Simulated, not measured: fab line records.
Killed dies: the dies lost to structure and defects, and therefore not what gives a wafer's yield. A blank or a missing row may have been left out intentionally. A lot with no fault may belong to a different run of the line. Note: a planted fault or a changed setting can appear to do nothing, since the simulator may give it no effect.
One fault seen from 3 desks || flow n5Finfet || each desk has only its own numbers; what lay behind them comes last

== THE METROLOGY DESK ==
Lot by lot, what the gauges showed, no matter which tool ran the lot: averages of those sampled wafers that carry a number. Marked OUT: a lot whose mean sits more than 4 standard deviations from the usual mean, which makes it out of limits; the brackets give that distance.
Columns: A = cdNm at N5_SD_EPI_N_CD_MEAS_09, usual 120.0 nm; B = SD_N_BLK_OVL at N5_SD_EPI_N_OVL_MEAS_10, usual -0.2 nm
{"lot": "L333", "first seen here": "day 3 15:36", "A": 120.0, "B": -0.2}
{"lot": "L334", "first seen here": "day 3 19:51", "A": 119.5, "B": 0.3}
{"lot": "L342", "first seen here": "day 5 21:20", "A": 121.7, "B": -1.3}
{"lot": "L343", "first seen here": "day 6 00:54", "A": 121.7, "B": 0.3}
{"lot": "L344", "first seen here": "day 6 07:31", "A": 119.3, "B": -0.8}
{"lot": "L350", "first seen here": "day 7 20:28", "A": 120.3, "B": -0.5}
This desk's verdict: no lot among the 6 shows anything out of limits.

== THE DEFECT DESK ==
What the inspections along the route counted, lot by lot: means of the sampled wafers that have a number. Marked OUT: a lot whose mean sits more than 4 standard deviations from the usual mean, which makes it out of limits; the brackets give that distance.
Columns: A = rawDefectCount at N5_SD_EPI_N_INSPECT_11, usual 2.2
{"lot": "L333", "first seen here": "day 3 15:39", "A": 1.7}
{"lot": "L334", "first seen here": "day 3 19:55", "A": 1.0}
{"lot": "L342", "first seen here": "day 5 21:23", "A": 2.0}
{"lot": "L343", "first seen here": "day 6 00:57", "A": 2.0}
{"lot": "L344", "first seen here": "day 6 07:34", "A": 2.3}
{"lot": "L350", "first seen here": "day 7 20:31", "A": 2.7}
This desk's verdict: no lot among the 6 shows anything out of limits.

== DESK OF THE TOOL OWNER: rieSi-05 ==
The tool's own readings at N5_SD_EPI_N_SD_RECESS_17 (chemistry HBr/Cl2/O2, target depth 41 nm, time 23.7 s, bt time 3 s): means of the sampled wafers that have a number, for each lot that ran on this tool. Marked OUT: a lot whose mean sits more than 4 standard deviations from the usual mean, which makes it out of limits; the brackets give that distance.
Columns: A = chamberPressureMTorr at N5_SD_EPI_N_SD_RECESS_17, usual 9.999 mTorr; B = drypumpMotorCurrentA at N5_SD_EPI_N_SD_RECESS_17, usual 5.6 A; C = oesProductAu at N5_SD_EPI_N_SD_RECESS_17, usual 1.004 a.u.; D = throttleValvePct at N5_SD_EPI_N_SD_RECESS_17, usual 37.3 %
{"lot": "L333", "first seen here": "day 3 16:22", "A": 9.999, "B": 6.0, "C": 0.994, "D": 37.4}
{"lot": "L342", "first seen here": "day 5 22:11", "A": 10.003, "B": 6.1, "C": 0.964, "D": 37.4}
{"lot": "L343", "first seen here": "day 6 01:41", "A": 9.999, "B": 6.0, "C": 0.968, "D": 37.5}
This desk's verdict: no lot among the 3 shows anything out of limits.

== PUT TOGETHER ==
Nothing out of limits was seen by the metrology desk.
Nothing out of limits was seen by the defect desk.
The tool owner's desk saw nothing out of limits.

== WHAT THE SIMULATOR PUT IN ==
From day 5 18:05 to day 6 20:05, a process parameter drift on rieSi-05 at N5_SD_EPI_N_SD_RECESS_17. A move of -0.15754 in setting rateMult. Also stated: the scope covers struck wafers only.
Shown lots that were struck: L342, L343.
